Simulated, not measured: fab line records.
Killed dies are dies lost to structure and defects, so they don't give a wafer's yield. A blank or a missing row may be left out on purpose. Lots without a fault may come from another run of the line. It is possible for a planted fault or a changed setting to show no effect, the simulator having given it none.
Split-lot experiment | flow n5 finfet | 21 wafers read across 7 lots, on a route 1938 steps long

SPLIT DETAILS
At N5_BEOL_M14_COAT_65 (time 60 s, resist thk 450 nm), the setting spin rpm was moved away from the recipe's 1500 rpm on 7 of the 21 wafers read, by -8.1% to +8.9%. All remaining wafers had this setting at the recipe value.

The reading comes from the split's own step.

THE READING
SOC_of_BEOL_M14_COAT_65.thk nm (the simulator's own value, which no gauge read), in nm, at N5_BEOL_M14_COAT_65 (time 60 s, resist thk 450 nm). No usual value for it is given in the file. Average 450.5 nm, standard deviation 1.4 nm, over the 14 wafers here run with the recipe.

wafer  | tool, chamber at the split | spin rpm as run, rpm | against the recipe | SOC_of_BEOL_M14_COAT_65.thk nm, nm | against lot-mates on the recipe
L078.1 | litho track-01, 0          | 1378                 | -8.1%              | 469                                | +18.8
L078.3 | litho track-01, 0          | 1500                 | recipe             | 450.2                              | -
L078.5 | litho track-01, 0          | 1378                 | -8.1%              | 470.4                              | +20.2
L079.3 | litho track-04, 0          | 1500                 | recipe             | 450.6                              | -
L079.4 | litho track-04, 0          | 1500                 | recipe             | 451                                | -
L079.6 | litho track-04, 0          | 1500                 | recipe             | 451.6                              | -
L081.3 | litho track-02, 0          | 1500                 | recipe             | 450                                | -
L081.4 | litho track-02, 0          | 1500                 | recipe             | 450.2                              | -
L081.6 | litho track-02, 0          | 1448                 | -3.5%              | 458.2                              | +8.1
L085.1 | litho track-02, 0          | 1500                 | recipe             | 448.4                              | -
L085.2 | litho track-02, 0          | 1500                 | recipe             | 448.8                              | -
L085.3 | litho track-02, 0          | 1500                 | recipe             | 448                                | -
L089.1 | litho track-01, 0          | 1424                 | -5.1%              | 462.6                              | +11.6
L089.3 | litho track-01, 0          | 1500                 | recipe             | 451                                | -
L089.4 | litho track-01, 0          | 1424                 | -5.1%              | 463.6                              | +12.6
L092.2 | litho track-04, 0          | 1581                 | +5.4%              | 439.6                              | -13.4
L092.3 | litho track-04, 0          | 1500                 | recipe             | 453.6                              | -
L092.5 | litho track-04, 0          | 1500                 | recipe             | 452.4                              | -
L093.1 | litho track-01, 0          | 1500                 | recipe             | 450.8                              | -
L093.4 | litho track-01, 0          | 1500                 | recipe             | 450.6                              | -
L093.6 | litho track-01, 0          | 1633                 | +8.9%              | 432                                | -18.7

THE FIT
A straight line over all 21 wafers: SOC_of_BEOL_M14_COAT_65.thk nm changes by -2.26 nm for each +1% of spin rpm; r = -0.99; the points scatter about the line by 1.4 nm.
The same after taking each lot's own level away (the mean of its wafers on the recipe; 21 wafers): -2.32 nm for each +1%; r = -1.00; scatter 0.65 nm.
According to that fit, moving spin rpm by its largest amount changes the reading by 21 nm.
Across the lots, their own levels run from 448.40 to 453.00 nm, a range of 3.2 times the standard deviation given above.
Consequently the slope shifts little with the lot-to-lot level, the two slopes agreeing.
Check: -21.4 nm against its lot-mates is what the line predicts for one of the wafers moved furthest among these (+8.9%) when that wafer is left out of the fit. It came out at -18.7 nm against them.

OTHER SPLITS APPLIED TO THESE WAFERS
Before the reading, these wafers also passed through other splits. Each is held against what the fit with the lots' levels taken away leaves over:
other split on the same wafers | wafers away from the commonest value | r with SOC_of_BEOL_M14_COAT_65.thk nm (lot level and that fit taken away)
N5_BEOL_M10_COAT_60 spin rpm   | 6                                    | +0.21
N5_BEOL_M10_ETCH_62 time s     | 6                                    | +0.29
N5_BEOL_M13_COAT_58 spin rpm   | 4                                    | +0.15
N5_BEOL_M13_DESCUM_15 time s   | 8                                    | +0.03

FILE'S OWN FIT
SOC_of_BEOL_M14_COAT_65.thk nm changes by -2.3 nm for each +1% of spin rpm, r = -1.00.
